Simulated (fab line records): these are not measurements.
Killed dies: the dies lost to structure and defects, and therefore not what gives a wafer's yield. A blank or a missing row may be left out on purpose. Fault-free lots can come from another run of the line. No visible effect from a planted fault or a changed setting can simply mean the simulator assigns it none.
2 desks looking at one fault    flow n5Finfet    each desk holds nothing but its own numbers, with what lay behind them at the end

## AT THE METROLOGY DESK
What the gauges read for every lot (on any tool): the sampled wafers with a number, averaged. Marked OUT: a lot whose mean sits more than 4 standard deviations from the usual mean, which makes it out of limits; the brackets give that distance.
Columns: A = cdNm at N5_BEOL_M4_CD_MEAS_11, usual 16.80 nm; B = M4_OVL at N5_BEOL_M4_OVL_MEAS_12, usual 0.7 nm
lot   first seen here  A      B
L818  day 8 01:22      16.67  -0.7
L820  day 8 17:40      16.90  0.9
L822  day 8 20:27      16.67  1.1
L821  day 8 23:56      16.75  1.2
L823  day 9 07:23      16.60  0.5
L824  day 9 09:40      16.81  1.1
L825  day 9 19:11      17.05  0.6
L828  day 10 09:09     16.72  0.2
L829  day 10 20:22     16.74  0.8
L830  day 11 00:07     16.68  0.4
L835  day 12 06:13     16.92  1.1
L836  day 12 12:17     17.05  0.3
L837  day 12 15:54     16.75  0.4
L839  day 13 00:48     17.00  1.4
This desk's verdict: no lot among the 14 shows anything out of limits.

## TOOL OWNER'S DESK, lithoTrack-01
The tool's own readings at N5_BEOL_M4_DEVELOP_27 (develop time 30 s): means of the sampled wafers that have a number, for each lot that ran on this tool. Marked OUT: a lot whose mean sits more than 4 standard deviations from the usual mean, which makes it out of limits; the brackets give that distance.
Columns: A = chillPlateTempC at N5_BEOL_M4_DEVELOP_27, usual 22.99 C; B = resistLineTempC at N5_BEOL_M4_DEVELOP_27, usual 23.02 C
lot   first seen here  A      B
L821  day 9 01:05      22.88  23.22
L824  day 9 10:42      22.91  23.00
L825  day 9 20:05      23.08  23.05
This desk's verdict: no lot among the 3 shows anything out of limits.

## BROUGHT TOGETHER
The metrology desk saw nothing out of limits.
The tool owner's desk saw nothing out of limits.

## WHAT THE SIMULATOR PUT IN
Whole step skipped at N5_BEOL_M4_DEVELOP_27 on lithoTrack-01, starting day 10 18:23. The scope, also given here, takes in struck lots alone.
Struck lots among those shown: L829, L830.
